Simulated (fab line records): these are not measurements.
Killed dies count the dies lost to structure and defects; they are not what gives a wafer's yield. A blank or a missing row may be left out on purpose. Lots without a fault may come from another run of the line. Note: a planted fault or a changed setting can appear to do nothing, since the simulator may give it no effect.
Which of the tools did it? + flow nandHarc + 6 lots with 18 wafers sampled at 5 steps, on a route of 1159 steps

WHAT EACH GAUGE READ, for each wafer
NHARC_END_SORT_01.
| lot  | measured     | on        | defectLimitedYield (%) |
|------|--------------|-----------|------------------------|
| L552 | day 21 09:07 | prober-02 | 93.1 94.4 93.4         |

EACH LOT AND THE TOOL THAT RAN IT (in order: tool; ch and the chambers of the sampled wafers; start)
| lot  | NHARC_THIN_TSV_STRIP_62             | NHARC_THIN_TSV_ANNEAL_52        | NHARC_THIN_TSV_DEGAS_53     | NHARC_THIN_TSV_PRE_CLEAN_54 |
|------|-------------------------------------|---------------------------------|-----------------------------|-----------------------------|
| L546 | plasmaAsher-02 ch 0,1, day 19 03:26 | rtpAnneal-02 ch 0, day 19 05:06 | pvdSputter-02, day 19 05:54 | pvdSputter-02, day 19 05:58 |
| L548 | plasmaAsher-01 ch 0,1, day 20 06:32 | rtpAnneal-01 ch 0, day 20 07:55 | pvdSputter-02, day 20 08:44 | pvdSputter-02, day 20 08:49 |
| L552 | plasmaAsher-02 ch 0,1, day 20 22:08 | rtpAnneal-02 ch 0, day 20 23:31 | pvdSputter-03, day 21 00:22 | pvdSputter-03, day 21 00:26 |
| L558 | plasmaAsher-02 ch 0,1, day 22 06:36 | rtpAnneal-02 ch 0, day 22 08:01 | pvdSputter-02, day 22 08:42 | pvdSputter-02, day 22 08:47 |
| L562 | plasmaAsher-02 ch 0,1, day 23 06:50 | rtpAnneal-02 ch 0, day 23 08:21 | pvdSputter-02, day 23 09:10 | pvdSputter-02, day 23 09:13 |
| L563 | plasmaAsher-02 ch 0,1, day 24 00:59 | rtpAnneal-02 ch 0, day 24 02:19 | pvdSputter-02, day 24 03:07 | pvdSputter-02, day 24 03:12 |
- NHARC_THIN_TSV_STRIP_62: strips in N2/H2, time 20 s.
- NHARC_THIN_TSV_ANNEAL_52: time 90 s.
- NHARC_THIN_TSV_DEGAS_53: time 60 s.
- NHARC_THIN_TSV_PRE_CLEAN_54: time 30 s.

THE ANSWER, worked out from the rows above alone
Rule: the lots themselves supply what counts as usual. Put in order of their means at a reading, lots are off if they are a third of the lots or fewer, leave a main group of 4 or more, and stand apart from it by a gap of 3 or more times the standard deviation of the main group's means; of several such gaps the widest counts. A main group is skipped when, at the precision printed for the reading in the tables above, its means are all equal. A lot without any number at a reading at which 4 lots or more have one is off too. The other lots that the step has rows for count as sound.
Across all readings shown, no lot is off: no conclusion can be drawn from this.

WHAT THE SIMULATOR PUT IN
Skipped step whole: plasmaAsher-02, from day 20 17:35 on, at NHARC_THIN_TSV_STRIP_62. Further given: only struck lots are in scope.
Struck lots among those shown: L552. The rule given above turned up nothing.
